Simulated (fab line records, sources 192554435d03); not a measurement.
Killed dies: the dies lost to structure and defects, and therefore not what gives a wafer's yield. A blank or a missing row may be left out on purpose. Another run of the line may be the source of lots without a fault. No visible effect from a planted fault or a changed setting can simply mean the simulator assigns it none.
Code-filled problem report in 8D (eight disciplines) form ; flow n5_finfet ; the parts of the form that need people (team, actions taken, sign-off) are left out

== 1. THE PROBLEM ==
Mean of time_to_endpoint_s at N5_BEOL_M2_CMP_52: 18 s over 2 wafers from 1 lot, against 62 s (standard deviation 3) on wafers with no fault. That is -14 standard deviations from the usual mean.
The step: polishes, stops on SiOC, t overpolish 6.8 s, target thk 40 nm.
First observed at day 11 02:49: wafer L141.2, on cmp-04. The record holds 14 wafers of 5 lots with a number at this step. Rule for "out", or "out of limits": more than 4 standard deviations from the usual mean. All remaining wafers that have a number are taken as sound.

== 2. WHAT THIS IS AND IS NOT ==
question;is;is not
which readings at this step;time_to_endpoint_s;head_pressure_psi, pad_life_wafers, retaining_ring_pressure_frac
which lots;L141;L135, L137, L147, L149
which wafers of those lots;all that have a number;-
read on which tools;cmp-04;cmp-02, cmp-03
when;from day 11 02:49;"up to then (6 sound wafers); but 6 sound wafers of L147, L149 came after"

== 3. WHAT RULES OUT EACH SUSPECT ==
Counting: a tool at a process step up to the reading stays a suspect if it ran every lot that is out and no sound lot after the first of them.
- pvd_sputter-01 at N5_BEOL_M2_ANNEAL_87 (time 240 s): ruled out as a lasting fault. Following L141 (day 11 01:18), the first lot on it that is out, the sound lots L147 were run on it.
- pvd_sputter-01 at N5_BEOL_M2_SPUTTER_90 (material Cu, target thk 4.5 nm, time 8.29 s): ruled out as a lasting fault. Following L141 (day 11 01:40), the first lot on it that is out, the sound lots L147 were run on it.
- pvd_sputter-01 at N5_BEOL_M2_ANNEAL_93 (time 240 s): ruled out as a lasting fault. Following L141 (day 11 01:58), the first lot on it that is out, the sound lots L147 were run on it.
- pvd_sputter-01 at N5_BEOL_M2_ANNEAL_95 (time 240 s): ruled out as a lasting fault. Following L141 (day 11 02:11), the first lot on it that is out, the sound lots L147 were run on it.
- ecd_cu-01 at N5_BEOL_M2_ECD_50 (material Cu, target thk 300 nm): kept. It ran the lot that is out, L141 (day 11 02:26), and no sound lot after that; its last sound lot up to then is L137 (day 9 21:16).
- rtp_anneal-02 at N5_BEOL_M2_ANNEAL_51 (time 90 s): ruled out as a lasting fault. Following L141 (day 11 02:34), the first lot on it that is out, the sound lots L147, L149 were run on it.
- cmp-04 at N5_BEOL_M2_CMP_52 (polishes, stops on SiOC, t overpolish 6.8 s, target thk 40 nm): kept. It ran the lot that is out, L141 (day 11 02:49), and no sound lot after that; its last sound lot up to then is L135 (day 9 09:54). Its own time_to_endpoint_s readings are out on those wafers.
After counting, ecd_cu-01 at N5_BEOL_M2_ECD_50 and cmp-04 at N5_BEOL_M2_CMP_52 remain.

== 4. THE CAUSE (what the simulator had put in) ==
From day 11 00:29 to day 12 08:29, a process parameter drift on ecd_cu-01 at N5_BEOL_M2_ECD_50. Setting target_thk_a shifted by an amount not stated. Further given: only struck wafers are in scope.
Counting left 2 suspects, and this tool is among them.

== 5. THE CHAIN OF EFFECTS, in route order ==
One row per reading whose mean, taken over the struck wafers that have a number, lies over 3 standard deviations from the usual. Scope: only readings with a usual standard deviation given in the record; hours: median across lots of the time from each lot's start at the first step in this table that gives one to its start at this step; sigmas: change in usual standard deviations.
hours;step;reading;usual;on struck wafers;change;sigmas
0;N5_BEOL_M2_CMP_52;time_to_endpoint_s;62 s;18;-44;-14
The process steps in it:
- N5_BEOL_M2_CMP_52: polishes, stops on SiOC, t overpolish 6.8 s, target thk 40 nm.
Later measuring or inspecting steps at which every struck wafer that the step has a row for has a number for every such reading, and none has moved that far: N5_BEOL_M2_THK_MEAS_53, N5_BEOL_M4_RC_MEAS_101.

== 6. WHAT WOULD HAVE CAUGHT IT SOONER ==
In this record the first reading out of limits was taken at day 11 02:49, 2 hours after the fault began at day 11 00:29.
Lots out: 1; all had begun N5_BEOL_M2_ECD_50 on ecd_cu-01 by day 11 02:49. Tool hold at that time: it would have spared none of them.
